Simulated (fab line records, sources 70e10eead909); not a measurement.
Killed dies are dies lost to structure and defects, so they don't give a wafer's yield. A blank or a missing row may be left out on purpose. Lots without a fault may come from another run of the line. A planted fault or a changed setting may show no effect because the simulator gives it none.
Chamber matching | flow nand_harc | NHARC_A_M0_PRE_CLEAN_31 on pecvd-04: 3 sister chambers
The step time 12 s. 3 wafers are shown with their chamber, then 8 later ones without.

WAFERS WITH THEIR CHAMBER
wafer  | chamber | heater_power_w (W)
L079.3 | 2       | 594
L079.6 | 0       | 556
L090.2 | 1       | 406

WAFERS WITHOUT THEIR CHAMBER
wafer  | heater_power_w (W)
L090.4 | 420
L090.5 | 590
L089.4 | 668
L089.5 | 605
L089.6 | 464
L095.3 | 575
L095.5 | 598
L095.6 | 388

WHICH CHAMBER EACH WENT THROUGH
wafer  | from the rows above     | in truth
L090.4 | 1                       | 1
L090.5 | can't be placed: 2 or 0 | 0
L089.4 | can't be placed: 2 or 0 | 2
L089.5 | can't be placed: 2 or 0 | 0
L089.6 | can't be placed: 1 or 0 | 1
L095.3 | can't be placed: 0 or 2 | 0
L095.5 | can't be placed: 2 or 0 | 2
L095.6 | 1                       | 1
Placed correctly: 2 of 8. Can't be placed from these rows: 6 (the true chamber is among the candidates in 6). Placed wrongly: 0.
How it was worked out, from the rows above alone: a wafer's distance from a chamber is the root of the sum, over the readings, of the square of ((its reading less the chamber's mean) divided by the reading's scatter). The wafer belongs to the nearest chamber; if the next one is less than 2 further off, it can't be placed. A chamber's mean is the mean of its shown wafers. The scatter: with one shown wafer a chamber, the root of the mean of the squares of how far each hidden wafer lies from its nearest shown one.
